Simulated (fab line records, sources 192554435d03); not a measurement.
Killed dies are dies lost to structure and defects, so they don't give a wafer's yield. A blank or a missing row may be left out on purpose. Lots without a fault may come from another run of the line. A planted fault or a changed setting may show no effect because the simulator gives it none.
A struck lot beside a sound one | flow n5_finfet | 37 steps out of a route of 1938
Sound: wafers L616.3, L616.4, L616.5. Struck: wafers L604.2, L604.3, L604.5. The cause comes at the end.
At each step with rows: each side's tool, then ch and its chambers, then its first start. Under that, the readings that differ: sound wafers | struck wafers | difference of the means | sigmas: that difference in standard deviations of wafers without a fault.
alike: readings whose means differ by less than 2 such deviations, and words and numbers that are the same on both sides. not compared: withheld readings, readings that some wafer has no value for, bounds like >300 that may hide the same value, and numbers for which the record gives no deviation and whose values overlap.
The two part at a step that has a row with sigmas, a row that says differs or no value, or rows on one side only. Numbers that don't overlap but have no deviation are shown without sigmas and don't part them. A reading that every wafer of one side lacks parts them only if that side has two wafers or more.

first, 9 steps without rows for these wafers: N5_BEOL_M4_ANNEAL_95 (time 240 s); N5_BEOL_M4_SPUTTER_96 (material Cu, target thk 4.5 nm, time 8.29 s); N5_BEOL_M4_ECD_50 (material Cu, target thk 300 nm); N5_BEOL_M4_ANNEAL_51 (time 90 s); N5_BEOL_M4_CMP_52 (polishes, stops on SiOC, t overpolish 6.8 s, target thk 40 nm); N5_BEOL_M4_PRE_CLEAN_60 (time 15 s); N5_BEOL_M4_CO_CAP_55 (material Co, precursor CCTBA/H2, target thk 2 nm, time 102.1 s); N5_BEOL_M4_PRE_CLEAN_56 (time 15 s); N5_BEOL_M4_DEP_57 (deposits SiCN from 3MS/NH3, target thk 8 nm, time 14 s).
N5_BEOL_M4_RC_MEAS_101:
  sound on prober-02 ch 0, day 13 09:16; struck on prober-02 ch 0, day 10 21:56
  alike: DIBL_N, DIBL_P, IOFF_N, IOFF_P, ION_N, ION_P, SS_N, SS_P, VT_N, VT_P
then, 24 steps without rows for these wafers: N5_BEOL_M5_ILD_DEP_00 (deposits SiCOH lowk from DEMS/porogen, target thk 140.64 nm, time 25.9 s); N5_BEOL_M5_CURE_79 (cures SiCOH lowk, time 240 s); N5_BEOL_M5_PECVD_70 (deposits SiO2 from TEOS/O2, target thk 16 nm, time 18 s); N5_BEOL_M5_HM_DEP_02 (deposits TiN, target thk 20 nm); N5_BEOL_M5_COAT_59 (time 60 s, resist thk 60 nm); N5_BEOL_M5_COAT_60 (time 60 s, resist thk 12 nm); N5_BEOL_M5_COAT_71 (time 60 s, resist thk 5 nm); N5_BEOL_M5_COAT_05 (resist thk 30 nm); N5_BEOL_M5_EBR_07; N5_BEOL_M5_SOFTBAKE_06 (time 60 s); N5_BEOL_M5_EXPOSE_08 (exposes mask M5, target cd 28 nm); N5_BEOL_M5_PEB_09 (peb time 60 s); N5_BEOL_M5_DEVELOP_10 (develop time 30 s); N5_BEOL_M5_DESCUM_16 (chemistry O2, time 7 s); N5_BEOL_M5_ETCH_72 (etches underlayer in N2/H2, target depth 6.5 nm, time 5.2 s); N5_BEOL_M5_ETCH_61 (etches SiARC in CF4, target depth 15.6 nm, time 26 s); N5_BEOL_M5_ETCH_62 (etches SOC in N2/H2, target depth 75 nm, overetch 15 nm, time 112.5 s); N5_BEOL_M5_STRIP_63 (strips in N2/H2); N5_BEOL_M5_STRIP_73 (strips in N2/H2); N5_BEOL_M5_STRIP_64 (strips in CF4); N5_BEOL_M5_HM_OPEN_17 (chemistry Cl2/BCl3, target TiN, target depth 20 nm, overetch 6 nm); N5_BEOL_M5_STRIP_19 (strips in O2); N5_BEOL_M5_COAT_65 (time 60 s, resist thk 60 nm); N5_BEOL_M5_COAT_66 (time 60 s, resist thk 12 nm).
-- the record jumps here: 2 days lie between the struck wafers' starts before and after (it left off in module BEOL_M5 and takes up again in module BEOL_M10, whose first step shown is number 1526 of the route) --
N5_BEOL_M10_CVD_75: deposits Co from CCTBA/H2, target thk 2 nm, time 138.9 s.
  sound on cvd_co-02 ch 0,1,2, day 15 13:14; struck on cvd_co-02 ch 0,1, day 13 06:13
  no value came back on the struck wafers for chamber_pressure_Torr (Torr), run_length_s (s); on the sound wafers chamber_pressure_Torr (Torr) reads 29.86 29.99 29.87
N5_BEOL_M10_CMP_52: polishes, stops on SiCOH lowk, t overpolish 7 s, target thk 140 nm.
  sound on cmp-02 ch 0,3, day 15 13:59; struck on cmp-02 ch 1,3, day 13 07:06
  reading                      | sound          | struck         | difference | sigmas
  barrier_field_endpoint_s (s) | 29.1 29.4 28.9 | 25.8 26.8 27.4 | -2.5       | -3
  alike: motor_current_A, slurry_filter_dp_kPa, slurry_flow_ml_min
-- the record jumps here: 2 days lie between the struck wafers' starts before and after (it left off in module BEOL_M10 and takes up again in module PASSIVATION, whose first step shown is number 1936 of the route) --
N5_PASSIVATION_PROBE_49:
  sound on prober-01, day 17 18:32; struck on prober-01, day 15 11:23
  reading                  | sound          | struck         | difference | sigmas
  defect_limited_yield (%) | 90.8 90.9 91.6 | 22.8 23.6 24.2 | -67.6      | -42
  killed_at_M4_up          | 13 9 6         | 838 832 803    | +815       | +99 or more
  killed_dies              | 109 107 99     | 911 902 894    | +797       | +42
  killed_on_rim            | 14 18 16       | 83 86 72       | +64        | +16
  sort_bin_5_function (%)  | 4.7 5.2 5.8    | 63.8 64.0 64.3 | +58.8      | +59
  sort_bin_6_memory (%)    | 4.2 3.6 2.4    | 13.0 12.1 10.9 | +8.6       | +11
  sort_n_pass              | 1071 1073 1081 | 269 278 286    | -797       | -42
  sort_yield_pct (%)       | 90.8 90.9 91.6 | 22.8 23.6 24.2 | -67.6      | -42
  alike: killed_at_M0_to_M3, killed_at_contacts, killed_at_front_end, killed_at_other, killed_open, killed_short

WHERE THEY PART
First at N5_BEOL_M10_CVD_75; last, within this record, at N5_PASSIVATION_PROBE_49.

WHY: what the simulator had put in
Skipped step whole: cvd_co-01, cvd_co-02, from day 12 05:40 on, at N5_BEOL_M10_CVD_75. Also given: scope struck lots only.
